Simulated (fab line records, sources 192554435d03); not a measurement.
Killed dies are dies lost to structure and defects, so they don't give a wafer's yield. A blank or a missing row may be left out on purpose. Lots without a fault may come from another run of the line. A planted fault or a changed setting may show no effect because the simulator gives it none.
A struck lot beside a sound one | flow n5_finfet | 16 steps out of a route of 1938
Sound: wafers L976.1, L976.3, L976.6. Struck: wafer L975.5. (L975.1, L975.3 of the same lot were not struck and are left out.) The cause comes at the end.
At each step with rows: each side's tool, then ch and its chambers, then its first start. Under that, the readings that differ: sound wafers | struck wafers | difference of the means | sigmas: that difference in standard deviations of wafers without a fault.
alike: readings whose means differ by less than 2 such deviations, and words and numbers that are the same on both sides. not compared: withheld readings, readings that some wafer has no value for, bounds like >300 that may hide the same value, and numbers for which the record gives no deviation and whose values overlap.
The two part at a step that has a row with sigmas, a row that says differs or no value, or rows on one side only. Numbers that don't overlap but have no deviation are shown without sigmas and don't part them. A reading that every wafer of one side lacks parts them only if that side has two wafers or more.

first, 7 steps without rows for these wafers: N5_BEOL_M4_COAT_76 (time 60 s, resist thk 5 nm); N5_BEOL_M4_COAT_22 (resist thk 30 nm); N5_BEOL_M4_EBR_24; N5_BEOL_M4_SOFTBAKE_23 (time 60 s); N5_BEOL_M4_EXPOSE_25 (exposes mask V3, defocus 5 nm); N5_BEOL_M4_PEB_26 (peb time 60 s); N5_BEOL_M4_DEVELOP_27 (develop time 30 s).
N5_BEOL_M4_CD_MEAS_28: target cd 26.2 nm, target cd y 24.1 nm.
  sound on cd_sem-01 ch 0, day 11 23:29; struck on cd_sem-01 ch 0, day 11 17:38
  alike: cd_nm
N5_BEOL_M4_OVL_MEAS_29:
  sound on overlay-02 ch 0, day 11 23:31; struck on overlay-02 ch 0, day 11 17:40
  alike: V3_OVL
N5_BEOL_M4_INSPECT_30: inspects for defects (brightfield).
  sound on defect_inspect-02, day 11 23:34; struck on defect_inspect-02, day 11 17:44
  alike: raw_defect_count
N5_BEOL_M4_DESCUM_33: chemistry O2, time 7 s.
  sound on rie_diel-05 ch 0,1, day 11 23:37; struck on rie_diel-06 ch 2, day 11 17:46
  reading                | sound             | struck | difference | sigmas
  throttle_valve_pct (%) | 20.59 20.65 20.62 | 20.09  | -0.53      | -2
  alike: drypump_motor_current_A, oes_product_au, rf_vpp_V, showerhead_plenum_p_Torr
  not compared: rf_hours_counter_h
N5_BEOL_M4_ETCH_77: etches underlayer in N2/H2, target depth 6.5 nm, time 5.2 s.
  sound on rie_diel-05 ch 0,1, day 11 23:38; struck on rie_diel-06 ch 2, day 11 17:48
  reading                | sound             | struck | difference | sigmas
  throttle_valve_pct (%) | 18.05 18.09 18.07 | 17.65  | -0.42      | -2
  alike: drypump_motor_current_A, etch_rf_on_time_s, oes_product_au, rf_vpp_V, showerhead_plenum_p_Torr
  not compared: rf_hours_counter_h
N5_BEOL_M4_ETCH_69: etches SiARC in CF4, target depth 15.6 nm, time 26 s.
  sound on rie_diel-05 ch 0,1, day 11 23:40; struck on rie_diel-06 ch 2, day 11 17:49
  reading                         | sound              | struck | difference | sigmas
  cf4_flow_sccm (sccm)            | 100.08 99.98 99.87 | 70.39  | -29.59     | -99 or more
  showerhead_plenum_p_Torr (Torr) | 2.18 2.07 2.18     | 1.85   | -0.29      | -5
  throttle_valve_pct (%)          | 15.79 15.68 15.78  | 14.04  | -1.71      | -7
  alike: drypump_motor_current_A, etch_rf_on_time_s, oes_product_au, rf_vpp_V
  not compared: rf_hours_counter_h
N5_BEOL_M4_ALD_98: deposits SiO2, target thk 2.5 nm, pulse time 1 s, co reactant pulse time 1 s.
  sound on ald_sin-04 ch 1,2,3, day 11 23:44; struck on ald_sin-03 ch 2, day 11 18:12
  alike: heater_power_w, precursor_pulse_height_rel
N5_BEOL_M4_RC_MEAS_101:
  sound on prober-02 ch 0, day 12 10:08; struck on prober-01 ch 0, day 12 16:10
  alike: DIBL_N, DIBL_P, IOFF_N, IOFF_P, ION_N, ION_P, SS_N, SS_P, VT_N, VT_P
-- the record jumps here: 5 days lie between the struck wafers' starts before and after (it left off in module BEOL_M4 and takes up again in module PASSIVATION, whose first step shown is number 1936 of the route) --
N5_PASSIVATION_PROBE_49:
  the record has rows for the struck wafers here (prober-01, day 17 15:47) and none for the sound ones

WHERE THEY PART
First at N5_BEOL_M4_DESCUM_33; last, within this record, at N5_PASSIVATION_PROBE_49.

WHY: what the simulator had put in
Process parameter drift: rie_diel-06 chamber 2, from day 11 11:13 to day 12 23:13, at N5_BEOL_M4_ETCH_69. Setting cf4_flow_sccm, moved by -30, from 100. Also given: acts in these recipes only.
